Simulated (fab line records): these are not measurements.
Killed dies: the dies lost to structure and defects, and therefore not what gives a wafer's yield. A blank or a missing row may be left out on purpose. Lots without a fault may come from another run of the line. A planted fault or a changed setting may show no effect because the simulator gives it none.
fab line records	flow n5Finfet
[record] lots = 5	wafers = 15	lastDay = 15
route steps=1938 shown MOL_CONTACT_COAG@535 PASSIVATION@1936
lots untouched by any fault: they come from a run of this same line in which no faults occurred
startH: start of the lot's first displayed wafer, in hours after the record's first day	waitH: how many hours have passed since the lot's step before this one	" repeats the value in the row above	L1.1+2: a single row standing in for several wafers	- no value present, or no start provided	* or withheld: withheld	< > ~ a bound
route shown NAME@n: names a module that has steps shown in the file, with the first one's number in the route	usual: mean and standard deviation over wafers with no fault	same: alike in all rows	chamber/n: place in a boat	sites: the reading at each site	_std_site: the values' standard deviation	_edge_site: inner sites' mean taken away from outer sites' mean	radiusMm: for every site, how far away it sits from the centre of the wafer	mask NAME#n: copy n	behind: tool/chamber where the wafer was last shaped	hold: what put the lot on hold/how long, in hours/how the hold closed	device: which transistor (n, p or np) failed to switch	end of line: the same wafers' tests at the end of the route	a step without rows: its recipe alone	killed: count of dies lost to structure and defects at first sort (not the wafer's yield)	map: dies across one wafer; x = killed, . = not, _ = none there
set.NAME: setting as actually run; set.NAME@STEP: the setting as run at that earlier step	model.NAME: the simulator's own value behind a step, which no gauge read
lots at some steps of the route; a table a step, a row a wafer
services: a tool's chamber out of use, with start hour (startH, from the record's first day; less than 0 if before it), hours out, and reason
[[steps]]
[step N5_MOL_CONTACT_COAG_CONTACT_ETCH_14]
[recipe] chemistry = C4F6/O2	target = SiO2	targetDepthA = 275	overetchA = 85	maskMaterial = SOC	pressureMtorr = 30	sourceW = 370	biasW = 185	Ar_flow_sccm = 300	C4F6_flow_sccm = 16	O2_flow_sccm = 10	timeS = 20	ionEnergyEv = 259.6
[step N5_MOL_CONTACT_COAG_STRIP_109]
[recipe] chemistry = C4F6/O2	resist = SiARC	rfFrequencyHz = 6e+07
[step N5_MOL_CONTACT_COAG_ETCH_15]
[recipe] chemistry = CH3F/O2	target = SiNx	targetDepthA = 70	maskMaterial = SOC	stopOn = Si:P	overEtchFrac = 0.75	ionEnergyEv = 120	pressureMtorr = 30	sourceW = 395	biasW = 73	Ar_flow_sccm = 150	CH3F_flow_sccm = 30	O2_flow_sccm = 20
[step N5_MOL_CONTACT_COAG_ETCH_110]
[recipe] chemistry = CF4/O2	target = Si	targetDepthA = 25	timeS = 8	pressureMtorr = 100	sourceW = 200	biasW = 12	ionEnergyEv = 60	Ar_flow_sccm = 100	cf4FlowSccm = 100	O2_flow_sccm = 10
[step N5_MOL_CONTACT_COAG_STRIP_98]
[recipe] chemistry = N2/H2	powerW = 500	tempC = 40	pressureMtorr = 50	rfFrequencyHz = 6e+07	overashFraction = 0.3	biasPowerW = 8	h2Frac = 0.5	n2FlowSccm = 300	h2FlowSccm = 300
[step N5_MOL_CONTACT_COAG_CD_MEAS_99]
[recipe] targetCdNm = 17.2	polarity = opening
[usual] cdNm = 17.3/0.4
lot.wafer	tool	chamber	startH	waitH	cdNm
L520.3	cdSem-02	-	89.38	-	17.4
L520.5	"	-	"	"	17.3
L520.6	"	-	"	"	17.0
L525.2	cdSem-02	-	122.43	-	16.8
L525.5	"	-	"	"	16.8
L525.6	"	-	"	"	17.4
L526.1	cdSem-02	-	128.14	-	17.1
L526.2	"	-	"	"	17.4
L526.6	"	-	"	"	17.2
L528.1	cdSem-01	-	136.53	-	17.6
L528.2	"	-	"	"	16.9
L528.5	"	-	"	"	17.7
L537.1	cdSem-02	-	192.63	-	17.2
L537.4	"	-	"	"	17.3
L537.6	"	-	"	"	17.1
[step N5_MOL_CONTACT_COAG_IMPLANT_129]
[recipe] species = Ge	energyKev = 3	doseCm2 = 6e+14	tiltDeg = 0	rotationDeg = 0
[step N5_MOL_CONTACT_COAG_PRECLEAN_111]
[recipe] chemistry = NF3:NH3	afsCycles = 1	tempC = 30	timeS = 20	sublimationTempC = 180	sublimationTimeS = 60	pressureTorr = 3	rfPowerW = 30
[step N5_MOL_CONTACT_COAG_TI_SIL_19]
[recipe] material = Ti	targetThkA = 42	tempC = 200	chamberPressurePa = 5	powerW = 5000	timeS = 15
[step N5_MOL_CONTACT_COAG_ALD_20]
[recipe] material = TiN	targetThkA = 15	tempC = 400	aldPrecursorFamily = TiCl4	aldCoReactant = NH3	pulseTimeS = 1	purgeTimeS = 3	coReactantPurgeTimeS = 2	coReactantPulseTimeS = 2	aldCycles = 68	pressureTorr = 3
[usual] heaterPowerW = 889/97	precursorPulseHeightRel = 1.001/0.019
[same] aldCycles = 68	coReactantPulseTimeS = 2	coReactantPurgeTimeS = 2
lot.wafer	tool	chamber	startH	waitH	heaterPowerW	precursorPulseHeightRel	sinceWetCleanH
L520.3	aldMetal-04	1	89.99	0.1	967	0.992	1291
L520.5	"	1	"	"	946	1.028	-
L520.6	"	2	"	"	859	1.012	-
L525.2	aldMetal-04	2	124.58	0.1	860	1.019	1326
L525.5	"	2	"	"	856	1.002	-
L525.6	"	1	"	"	966	1.010	-
L526.1	aldMetal-01	0	128.76	0.1	866	0.987	2869
L526.2	"	3	"	"	930	0.975	2869
L526.6	"	3	"	"	944	1.001	-
L528.1	aldMetal-03	1	137.12	0.1	977	0.974	4415
L528.2	"	0	"	"	1053	0.968	4415
L528.5	"	2	"	"	882	0.972	-
L537.1	aldMetal-01	0	194.52	0.1	880	1.023	2934
L537.4	"	1	"	"	693	1.004	2934
L537.6	"	3	"	"	950	0.993	-
[step N5_MOL_CONTACT_COAG_SIL_ANNEAL_21]
[recipe] tempC = 550	timeS = 60	ambient = N2
[usual] lampPowerPct = 6.73/0.18	lamp_zone_3_pct = 6.73/0.18	wafer_temp_C_max = 552.3/0.56
lot.wafer	tool	chamber	startH	waitH	lampPowerPct	lamp_zone_3_pct	wafer_temp_C_max
L520.3	rtpAnneal-02	0	90.43	0.3	6.87	6.88	552.1
L520.5	"	0	"	"	6.87	6.88	551.9
L520.6	"	0	"	"	6.87	6.87	552.5
L525.2	rtpAnneal-02	0	125.17	0.4	6.87	6.87	552.9
L525.5	"	0	"	"	6.86	6.87	553.1
L525.6	"	0	"	"	6.87	6.87	552.1
L526.1	rtpAnneal-02	0	129.21	0.3	6.87	6.87	552.2
L526.2	"	0	"	"	6.88	6.86	552.8
L526.6	"	0	"	"	6.88	6.87	552.0
L528.1	rtpAnneal-02	0	137.58	0.3	6.88	6.86	552.7
L528.2	"	0	"	"	6.88	6.87	552.5
L528.5	"	0	"	"	6.87	6.87	552.6
L537.1	rtpAnneal-01	0	194.89	0.2	6.50	6.49	552.3
L537.4	"	0	"	"	6.49	6.50	551.4
L537.6	"	0	"	"	6.49	6.51	551.2
[step N5_MOL_CONTACT_COAG_PRE_CLEAN_141]
[recipe] gas = H2/He	timeS = 60	tempC = 300
[usual] heaterPowerW = 487/33
lot.wafer	tool	chamber	startH	waitH	heaterPowerW
L520.3	pvdSputter-01	-	91.18	0.7	450
L520.5	"	-	"	"	528
L520.6	"	-	"	"	456
L525.2	pvdSputter-03	-	125.64	0.4	555
L525.5	"	-	"	"	452
L525.6	"	-	"	"	562
L526.1	pvdSputter-03	-	131.78	2.5	567
L526.2	"	-	"	"	472
L526.6	"	-	"	"	470
L528.1	pvdSputter-02	-	139.17	1.6	531
L528.2	"	-	"	"	488
L528.5	"	-	"	"	502
L537.1	pvdSputter-02	-	195.88	1.0	466
L537.4	"	-	"	"	526
L537.6	"	-	"	"	489
[step N5_MOL_CONTACT_COAG_SPUTTER_143]
[recipe] material = Co	targetThkA = 25	tempC = 25	chamberPressurePa = 0.2
[usual] throttleValvePct = 30.5/1.2
lot.wafer	tool	chamber	startH	waitH	throttleValvePct
L520.3	pvdSputter-01	-	91.24	0.0	31.3
L520.5	"	-	"	"	29.7
L520.6	"	-	"	"	30.2
L525.2	pvdSputter-03	-	125.70	0.0	28.8
L525.5	"	-	"	"	28.3
L525.6	"	-	"	"	28.8
L526.1	pvdSputter-03	-	131.84	0.0	28.8
L526.2	"	-	"	"	30.6
L526.6	"	-	"	"	28.8
L528.1	pvdSputter-02	-	139.23	0.0	30.0
L528.2	"	-	"	"	30.8
L528.5	"	-	"	"	30.3
L537.1	pvdSputter-02	-	195.94	0.0	30.4
L537.4	"	-	"	"	29.5
L537.6	"	-	"	"	30.4
[step N5_MOL_CONTACT_COAG_CO_FILL_22]
[recipe] material = Co	targetThkA = 200	tempC = 200	precursor = CCTBA/H2	pressureTorr = 30
[step N5_MOL_CONTACT_COAG_ANNEAL_113]
[recipe] tempC = 400	timeS = 300	ambient = H2/N2
[step N5_MOL_CONTACT_COAG_PRE_CLEAN_142]
[recipe] gas = H2/He	timeS = 60	tempC = 300
[step N5_MOL_CONTACT_COAG_SPUTTER_130]
[recipe] material = Co	targetThkA = 475	tempC = 25	chamberPressurePa = 0.5	powerW = 3000
[step N5_MOL_CONTACT_COAG_PRECLEAN_125]
[recipe] chemistry = DIW	timeS = 57.5	tempC = 23
[step N5_MOL_CONTACT_COAG_SRD_126]
[recipe] dryTimeS = 32	dry = n2Spin	spinRpm = 1500
[step N5_MOL_CONTACT_COAG_CMP_23]
[recipe] stopOn = SiO2	tOverpolishS = 1.5	postCmpClean = cuAlkaline	downForcePsi = 2	platenRpm = 50.289	padVelocityMS = 1.0006	targetThkNm = 0
[step N5_MOL_CONTACT_COAG_WET_ETCH_26]
[recipe] target = Co	targetDepthNm = 13
[step N5_MOL_CONTACT_COAG_WET_ETCH_116]
[recipe] chemistry = SC1-inhibited	targetDepthNm = 4.6	dry = ipaMarangoni	rinseTimeS = 30	rinseTempC = 23
[step N5_MOL_CONTACT_COAG_ALD_27]
[recipe] material = SiOC	targetThkA = 170	tempC = 400	aldPrecursorFamily = carbosiloxane	aldCoReactant = H2-plasma	pulseTimeS = 1.5	timeS = 2720	purgeTimeS = 2	coReactantPurgeTimeS = 2	aldCycles = 340	pressureTorr = 2
[step N5_MOL_CONTACT_COAG_CMP_28]
[recipe] stopOn = SiNx	tOverpolishS = 0.85	postCmpClean = alkalineBrush	downForcePsi = 4.15	platenRpm = 51.8	padVelocityMS = 1.0307	targetThkNm = 14.522
[usual] headPressurePsi = 4.152/0.008	motorCurrentA = 12.6/0.78	retainingRingPressureFrac = 1.000/0.0046	slurryFlowMlMin = 149.9/0.5	timeToEndpointS = 3.7/1.9
lot.wafer	tool	chamber	startH	waitH	headPressurePsi	motorCurrentA	retainingRingPressureFrac	slurryFlowMlMin	timeToEndpointS
L520.3	cmp-03	1	96.39	0.8	4.157	12.4	1.003	150.3	3.4
L520.6	"	1	"	"	4.155	12.6	0.999	150.4	3.9
L520.5	"	2	"	"	4.159	14.0	1.004	150.0	7.8
L525.2	cmp-02	2	131.31	0.8	4.163	13.0	1.003	150.5	5.5
L525.6	"	2	"	"	4.146	12.8	1.003	150.4	7.1
L525.5	"	3	"	"	4.141	12.8	1.001	149.6	3.6
L526.2	cmp-04	3	136.66	0.8	4.144	12.6	0.999	149.4	6.4
L526.1	"	1	"	"	4.159	13.4	1.004	150.0	4.4
L526.6	"	0	"	"	4.145	11.7	1.001	149.7	4.6
L528.1	cmp-04	0	143.85	0.9	4.136	11.5	1.006	150.3	1.6
L528.2	"	1	"	"	4.156	13.0	0.998	150.4	3.4
L528.5	"	2	"	"	4.149	12.6	1.005	150.5	3.9
L537.4	cmp-02	3	202.12	0.1	4.155	12.1	1.000	149.7	0.9
L537.1	"	1	"	"	4.156	12.4	0.991	150.2	6.1
L537.6	"	3	"	"	4.151	12.9	1.001	149.9	2.7
[step N5_MOL_CONTACT_COAG_THK_MEAS_29]
[recipe] reads = SiNx_of_GATE_CUT_PECVD_57+SiNx_of_GATE_CUT_SAC_CAP_01
[usual] MD_CAP_THK = 17.94/0.079
lot.wafer	tool	chamber	startH	waitH	MD_CAP_THK[nm]
L520.3	filmMetro-02	-	96.69	-	17.97
L520.5	"	-	"	"	18.00
L520.6	"	-	"	"	18.06
L525.2	filmMetro-02	-	131.61	-	17.84
L525.5	"	-	"	"	18.03
L525.6	"	-	"	"	18.05
L526.1	filmMetro-02	-	136.95	-	17.94
L526.2	"	-	"	"	17.84
L526.6	"	-	"	"	17.88
L528.1	filmMetro-01	-	144.07	-	17.94
L528.2	"	-	"	"	17.84
L528.5	"	-	"	"	17.84
L537.1	filmMetro-02	-	202.37	-	17.80
L537.4	"	-	"	"	17.94
L537.6	"	-	"	"	17.73
[step N5_MOL_CONTACT_COAG_ALD_123]
[recipe] material = SiNx	targetThkA = 50	tempC = 400	aldPrecursorFamily = SiH2I2	aldCoReactant = N2/H2-plasma	pulseTimeS = 1	purgeTimeS = 2	coReactantPurgeTimeS = 2	aldCycles = 100	pressureTorr = 2
[step N5_MOL_CONTACT_COAG_PECVD_31]
[recipe] material = SiO2	targetThkA = 460	tempC = 400	precursor = TEOS/O2	pressureTorr = 6.5	rfW = withheld	teosFlowSccm = withheld	gas = O2	flowSccm = 2650	timeS = 8.9
[step N5_MOL_CONTACT_COAG_COAT_75]
[recipe] resist = SOC	tempC = 250	timeS = 60	spinRpm = 1500	resistThkNm = 60
[step N5_MOL_CONTACT_COAG_COAT_76]
[recipe] resist = SiARC	tempC = 220	timeS = 60	spinRpm = 1500	resistThkNm = 10
[step N5_MOL_CONTACT_COAG_COAT_77]
[recipe] resist = underlayer	tempC = 205	timeS = 60	spinRpm = 1500	resistThkNm = 10
[step N5_MOL_CONTACT_COAG_COAT_78]
[recipe] resist = CAR-EUV	spinRpm = 1500	resistThkNm = 40
[step N5_MOL_CONTACT_COAG_EBR_80]
[recipe] solvent = PGMEA	ebrWidthMm = 1.5
[step N5_MOL_CONTACT_COAG_SOFTBAKE_79]
[recipe] tempC = 110	timeS = 60	resist = CAR-EUV
[step N5_MOL_CONTACT_COAG_EXPOSE_81]
[recipe] maskId = VG	na = 0.33	sourceShape = annular	sigmaInner = 0.3	sigmaOuter = 0.7	polarization = unpolarized	defocusNm = 0	doseMj = 59.5
[step N5_MOL_CONTACT_COAG_PEB_82]
[recipe] pebTempC = 100	pebTimeS = 60	resist = CAR-EUV
[step N5_MOL_CONTACT_COAG_DEVELOP_83]
[recipe] developTimeS = 30	developer = TMAH	resist = CAR-EUV	rinseLiquid = surfactantRinse	dry = airSpin	devTempC = 23
[step N5_MOL_CONTACT_COAG_CD_MEAS_84]
[recipe] targetCdNm = 25.1	landingEnergyEv = 500	detector = seInlens	polarity = opening
[usual] cdNm = 25.09/0.23
lot.wafer	tool	chamber	startH	waitH	cdNm
L520.3	cdSem-01	0	97.69	-	24.91
L520.5	"	0	"	"	24.88
L520.6	"	0	"	"	25.22
L525.2	cdSem-02	0	132.97	-	25.19
L525.5	"	0	"	"	25.03
L525.6	"	0	"	"	25.22
L526.1	cdSem-01	0	137.83	-	25.24
L526.2	"	0	"	"	25.06
L526.6	"	0	"	"	24.77
L528.1	cdSem-02	0	144.96	-	25.14
L528.2	"	0	"	"	24.92
L528.5	"	0	"	"	25.17
L537.1	cdSem-02	0	203.25	-	25.55
L537.4	"	0	"	"	25.69
L537.6	"	0	"	"	25.21
[step N5_MOL_CONTACT_COAG_OVL_MEAS_85]
[recipe] pointsPerWafer = 522
[usual] VG_OVL = 0.4/0.62
[same] pointsPerWafer = 522
lot.wafer	tool	chamber	startH	waitH	VG_OVL[nm]
L520.3	overlay-02	0	97.73	0.0	-0.4
L520.5	"	0	"	"	-1.5
L520.6	"	0	"	"	0.1
L525.2	overlay-01	0	133.01	0.0	-0.6
L525.5	"	0	"	"	-0.1
L525.6	"	0	"	"	0.2
L526.1	overlay-01	0	137.86	0.0	0.8
L526.2	"	0	"	"	1.1
L526.6	"	0	"	"	0.3
L528.1	overlay-02	0	144.99	0.0	0.7
L528.2	"	0	"	"	0.0
L528.5	"	0	"	"	0.8
L537.1	overlay-02	0	203.29	0.0	-0.5
L537.4	"	0	"	"	0.5
L537.6	"	0	"	"	0.6
[step N5_MOL_CONTACT_COAG_DESCUM_88]
[recipe] chemistry = O2	timeS = 7	sourcePowerW = 50	biasPowerW = 20	pressureMtorr = 20	rfFrequencyHz = 2.712e+07	tempC = 40	resist = CAR-EUV	o2FlowSccm = 225
[usual] drypumpMotorCurrentA = 5.7/0.51	oesProductAu = 0.78/0.077	rfVppV = 242.8/1.4	showerheadPlenumPTorr = 2.08/0.068	throttleValvePct = 20.53/0.18
lot.wafer	tool	chamber	startH	waitH	drypumpMotorCurrentA	oesProductAu	rfHoursCounterH	rfVppV	showerheadPlenumPTorr	throttleValvePct
L520.3	rieDiel-05	3	98.09	0.3	5.4	0.78	137	244.2	2.10	20.47
L520.5	"	3	"	"	5.4	0.78	-	243.5	2.10	20.46
L520.6	"	2	"	"	6.5	0.83	-	244.5	2.11	20.29
L525.2	rieDiel-06	1	133.24	0.2	5.6	0.74	171	240.8	1.93	20.75
L525.5	"	1	"	"	5.6	0.74	-	239.9	1.93	20.74
L525.6	"	2	"	"	5.6	0.95	-	243.8	2.15	20.22
L526.1	rieDiel-05	1	137.95	0.0	6.1	0.75	183	241.5	1.98	20.60
L526.2	"	2	"	"	6.5	0.81	114	244.2	2.10	20.32
L526.6	"	1	"	"	6.1	0.75	-	239.5	1.98	20.58
L528.1	rieDiel-04	3	145.08	0.0	4.9	0.74	147	242.9	2.01	20.68
L528.2	"	1	"	"	5.8	0.89	29	243.1	2.13	20.60
L528.5	"	2	"	"	4.9	0.72	-	243.6	2.17	20.51
L537.1	rieDiel-05	1	203.87	0.5	6.1	0.73	209	240.9	1.97	20.65
L537.4	"	0	"	"	5.8	0.72	192	242.8	2.08	20.83
L537.6	"	3	"	"	5.4	0.74	-	241.5	2.09	20.51
[step N5_PASSIVATION_PROBE_49]
[usual] defectLimitedYield = 91.6/1.2	killed_at_M0_to_M3 = 33/9.4	killed_at_M4_up = 13/5.2	killedAtContacts = 13/5.6	killedAtFrontEnd = 37/9.5	killedAtOther = 4/3.1	killedDies = 99/15	killedOnRim = 13/3.6	killedOpen = 65/11	killedShort = 32/7.5	sort_bin_5_function = 4.9/0.77	sort_bin_6_memory = 3.1/0.65	sortNPass = 1081/15	sortYieldPct = 91.6/1.2
[same] grossDies = 1180	killedAtBackSide = 0	sort_bin_4_leakage[%] = 0	sort_bin_8_speed[%] = 0
lot.wafer	tool	chamber	startH	waitH	defectLimitedYield[%]	killed_at_M0_to_M3	killed_at_M4_up	killedAtContacts	killedAtFrontEnd	killedAtOther	killedDies	killedOnRim	killedOpen	killedShort	sort_bin_5_function[%]	sort_bin_6_memory[%]	sortNPass	sortYieldPct[%]
L520.3	prober-02	-	272.42	0.1	91.8	43	7	20	21	6	97	13	68	29	4.7	3.3	1083	91.8
L520.5	prober-02	-	272.52	0.2	91.4	60	7	7	26	2	102	12	73	29	5.8	2.7	1078	91.4
L520.6	prober-02	-	272.57	0.3	89.9	53	8	23	33	2	119	22	68	51	5.0	4.4	1061	89.9
L526.1	prober-01	-	309.26	0.0	91.9	31	8	21	35	1	96	10	76	20	5.0	3.1	1084	91.9
L526.2	prober-01	-	309.31	0.1	93.0	28	10	9	36	0	83	6	53	30	4.2	2.5	1097	93.0
L526.6	prober-01	-	309.51	0.3	92.3	13	12	24	38	4	91	11	60	27	4.9	2.4	1089	92.3
L525.2	prober-01	-	316.21	0.1	91.4	27	12	20	41	2	102	14	68	28	5.3	2.5	1078	91.4
L525.5	prober-01	-	316.36	0.2	92.4	36	7	14	33	0	90	9	49	41	4.3	3.1	1090	92.4
L525.6	prober-01	-	316.41	0.3	93.2	19	13	12	35	1	80	8	54	25	3.6	2.7	1100	93.2
L528.1	prober-01	-	321.80	0.0	90.7	40	20	18	32	0	110	15	89	21	6.0	3.1	1070	90.7
L528.2	prober-01	-	321.85	0.1	92.7	28	19	7	31	1	86	6	52	33	4.3	2.5	1094	92.7
L528.5	prober-01	-	322.00	0.2	89.7	51	28	10	30	2	121	16	82	37	5.4	4.4	1059	89.7
L537.1	prober-01	-	367.32	0.0	92.8	27	15	4	35	4	85	13	51	32	4.4	2.6	1095	92.8
L537.4	prober-01	-	367.47	0.2	90.8	31	11	9	56	2	109	16	67	36	4.6	4.3	1071	90.8
L537.6	prober-01	-	367.57	0.3	86.5	32	19	61	44	3	159	27	68	32	8.6	3.6	1021	86.5
// killed by level:class
L520.3 MOL_CONTACT_COAG:geometricParticle:open=18 BEOL_M1:geometricParticle:open=11 BEOL_M0_SAQP:geometricParticle:open=8 BEOL_M0_SAQP:geometricParticle:short=6 BEOL_M3:geometricParticle:open=6 FIN_SAQP:geometricParticle:short=4 STI_FIN_REVEAL:geometricParticle:open=4 MIM_TOP_ETCH:geometricParticle:open=4
L520.5 BEOL_M0_SAQP:geometricParticle:open=18 BEOL_M1:geometricParticle:open=14 BEOL_M0_SAQP:geometricParticle:short=7 MOL_CONTACT_COAG:geometricParticle:open=6 FIN_SAQP:geometricParticle:short=5 STI_FIN_REVEAL:geometricParticle:open=5 BEOL_M3:geometricParticle:open=5 BEOL_M2:geometricParticle:open=5
L520.6 MOL_CONTACT_COAG:geometricParticle:open=18 BEOL_M0_SAQP:geometricParticle:short=14 BEOL_M2:geometricParticle:open=10 BEOL_M0_SAQP:geometricParticle:open=8 BEOL_M3:geometricParticle:open=7 BEOL_M2:geometricParticle:short=6 STARTING-WAFER:geometricParticle:short=6 FIN_SAQP:geometricParticle:short=5
L526.1 MOL_CONTACT_COAG:geometricParticle:open=18 BEOL_M3:geometricParticle:open=10 FIN_SAQP:geometricParticle:open=8 BEOL_M1:geometricParticle:open=8 STI_FIN_REVEAL:geometricParticle:open=7 BEOL_M2:geometricParticle:open=5 GATE_CUT:geometricParticle:short=4 BEOL_M5:geometricParticle:open=4
L526.2 FIN_SAQP:geometricParticle:open=6 STI_FIN_REVEAL:geometricParticle:open=6 GATE_CUT:geometricParticle:short=6 BEOL_M0_SAQP:geometricParticle:short=6 BEOL_M3:geometricParticle:open=6 MOL_CONTACT_COAG:geometricParticle:open=5 GATE_CUT:geometricParticle:open=4 MOL_CONTACT_COAG:geometricParticle:short=4
L526.6 MOL_CONTACT_COAG:geometricParticle:open=22 FIN_SAQP:geometricParticle:open=6 STI_FIN_REVEAL:geometricParticle:open=6 BEOL_M3:geometricParticle:open=5 FIN_SAQP:geometricParticle:short=4 GATE_CUT:geometricParticle:short=4 HKMG_FIN:areaEtch=4 GATE_CUT:geometricParticle:open=3
L525.2 MOL_CONTACT_COAG:geometricParticle:open=18 BEOL_M2:geometricParticle:open=11 FIN_SAQP:geometricParticle:short=9 BEOL_M4:geometricParticle:open=7 FIN_SAQP:geometricParticle:open=6 BEOL_M3:geometricParticle:open=6 HKMG_FIN:areaEtch=6 BEOL_M0_SAQP:geometricParticle:open=4
L525.5 MOL_CONTACT_COAG:geometricParticle:open=10 BEOL_M0_SAQP:geometricParticle:short=10 BEOL_M3:geometricParticle:open=8 BEOL_M0_SAQP:geometricParticle:open=7 FIN_SAQP:geometricParticle:short=5 STI_FIN_REVEAL:geometricParticle:open=5 GATE_CUT:geometricParticle:short=5 BEOL_M2:geometricParticle:open=5
L525.6 MOL_CONTACT_COAG:geometricParticle:open=11 FIN_SAQP:geometricParticle:open=7 BEOL_M0_SAQP:geometricParticle:short=6 STARTING-WAFER:geometricParticle:short=6 FIN_SAQP:geometricParticle:short=4 BEOL_M0_SAQP:geometricParticle:open=4 BEOL_M3:geometricParticle:open=4 DUMMY_GATE:geometricParticle:open=3
L528.1 MOL_CONTACT_COAG:geometricParticle:open=16 BEOL_M4:geometricParticle:open=12 BEOL_M3:geometricParticle:open=10 FIN_SAQP:geometricParticle:open=9 STI_FIN_REVEAL:geometricParticle:open=8 BEOL_M1:geometricParticle:open=7 BEOL_M0_SAQP:geometricParticle:short=6 BEOL_M0:geometricParticle:open=6
L528.2 FIN_SAQP:geometricParticle:short=8 BEOL_M3:geometricParticle:open=8 BEOL_M4:geometricParticle:open=7 FIN_SAQP:geometricParticle:open=6 BEOL_M1:geometricParticle:open=5 ILD0:geometricParticle:short=4 ILD0:geometricParticle:open=4 MOL_CONTACT_COAG:geometricParticle:open=4
L528.5 BEOL_M4:geometricParticle:open=14 BEOL_M3:geometricParticle:open=10 MOL_CONTACT_COAG:geometricParticle:open=9 BEOL_M2:geometricParticle:open=9 BEOL_M0_SAQP:geometricParticle:short=8 BEOL_M0_SAQP:geometricParticle:open=8 FIN_SAQP:geometricParticle:short=6 FIN_SAQP:geometricParticle:open=6
L537.1 BEOL_M0_SAQP:geometricParticle:short=13 STI_FIN_REVEAL:geometricParticle:open=10 BEOL_M4:geometricParticle:open=8 BEOL_M0_SAQP:geometricParticle:open=6 FIN_SAQP:geometricParticle:open=4 GATE_CUT:geometricParticle:short=4 BEOL_M1:geometricParticle:open=3 BEOL_M7:geometricParticle:open=3
L537.4 STI_FIN_REVEAL:geometricParticle:open=14 FIN_SAQP:geometricParticle:short=9 BEOL_M0_SAQP:geometricParticle:short=9 FIN_SAQP:geometricParticle:open=8 MOL_CONTACT_COAG:geometricParticle:open=8 BEOL_M3:geometricParticle:open=7 BEOL_M4:geometricParticle:open=6 DUMMY_GATE:geometricParticle:open=5
L537.6 MOL_CONTACT_COAG:unspecified=58 BEOL_M4:geometricParticle:open=11 FIN_SAQP:geometricParticle:open=7 STI_FIN_REVEAL:geometricParticle:open=7 BEOL_M0_SAQP:geometricParticle:short=7 BEOL_M0_SAQP:geometricParticle:open=6 BEOL_M3:geometricParticle:open=6 FIN_SAQP:geometricParticle:short=5
// map L537.6 (x killed, . not)
_________________...........x________________
______________x.x.......x...x..._____________
___________........................__________
__________......x..................._________
________...........x.........x........_______
_______.x..........x..x.............x..______
______................x......x.....x...._____
_____............................x....x..____
____............x.................x.......___
___..x....................x..x...x.........__
___............x......x....................__
__.......x.......x.....x...................._
__x.....................x.......x..........._
_..xx..xx....x.....x........................x
_........xx................................x.
_......x...........x.........x...............
_....x.......xx....x...............x....x....
_...........x................x.x.............
_.............xx.................x...........
_...........x...x....x..x....................
_x....x..x.....x...x........x....xx.xx......x
__..x.xxx................x...xx.x....xx....._
__..xxx.x.xx....x.....x..............x......_
___xxxxxx.x......x.x..........x..x...x.....__
___xxxxxxxxxxx..........................x..__
____xxxxxxx.x.x......................x....___
_____xxxxxxx.x...........................____
______xxxxxx....................x......._____
_______xxxxx....x........x.............______
________x.xx................x.x......._______
__________xx...x.........x........x._________
___________........................__________
______________...x...x.........._____________
_________________x...........________________
// map L528.5 (x killed, . not)
_________________............________________
______________.............x.x.._____________
___________.......x..x.............__________
__________.............x..x.xx....xx_________
________............x....x..x..x...x.._______
_______...x...x.x..............x.......______
______............x.x..x........xxx....x_____
_____x............x.........x...x........____
____............x...........x..x..........___
___....................x........x..........__
___.......x..x.....x.......................__
__....x.............x........xx..x.........x_
__..x...............x........x.....x..x....x_
_x......x.................x..........x....x..
_........................x................x..
_.......x...............x...x......x.....x...
_..x.....x................x........x.....x...
_..........x...x...............x..x..........
_x........x..............................x...
_x......x.x...x.........xx..........x......x.
_....x.........x......x..x...x........x...x..
__.x.......x.....x.........x...........x...._
__.................x......x................._
___...........x..x.xx......x...............__
___...............x...............x.x......__
____....x...........x.x.x.x.....x.........___
_____............................x.......____
______...x.............................._____
_______........................x.......______
________x....x..................x....._______
__________.x........................_________
___________........................__________
______________......x..........._____________
_________________.x.x....x...________________
[[services]]
tool	chamber	startH	hours	kind
rieDiel-05	3	71.28	7.9	repair
rieDiel-04	-	74.60	3.1	repair
aldMetal-01	1	76.68	25.5	repair
cmp-02	-	81.87	0.7	repair
rieDiel-06	0	82.55	4.1	repair
cmp-02	-	84.96	2.6	repair
pvdSputter-03	-	85.52	2.7	repair
rieDiel-05	1	93.73	1.5	repair
pvdSputter-03	-	99.64	2.2	repair
pvdSputter-03	-	107.67	2.0	repair
pvdSputter-03	-	113.99	0.9	repair
cmp-02	-	121.68	0.6	repair
cmp-03	-	122.31	4.0	pm
cmp-04	-	126.40	0.5	repair
pvdSputter-01	-	129.15	1.9	repair
rieDiel-05	-	130.49	0.3	repair
cmp-04	-	132.51	3.9	repair
aldMetal-04	-	140.81	0.4	repair
aldMetal-01	-	144.94	6.0	pm
aldMetal-04	-	157.67	0.7	repair
cmp-04	-	168.52	7.0	pm
aldMetal-04	2	172.02	31.1	repair
cmp-02	-	202.31	4.0	pm
cmp-04	-	202.78	8.0	repair
[[key]]
[firstSign] step = N5_PASSIVATION_PROBE_49	reading = killedAtContacts	direction = up	sigmas = 8.6	usual = 13	struck = 61
[effect] step = N5_PASSIVATION_PROBE_49	reading = defectLimitedYield	direction = down	sigmas = 4.1	usual = 91.6	struck = 86.5
[moreKillsBornAt] N5_MOL_CONTACT_COAG_SPUTTER_143@pvdSputter-02 = 58
metAt N5_MOL_CONTACT_COAG_SPUTTER_143
struckWafers L537.6
onsetBetween 139.23 195.94
[fault] kind = chamberParticleSource	tool = pvdSputter-02	chamber = -	onsetH = 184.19	steps = N5_MOL_CONTACT_COAG_SPUTTER_143	ratePerVisitCm2 = 0.39165	endH = 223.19	scope = struckWafersOnly
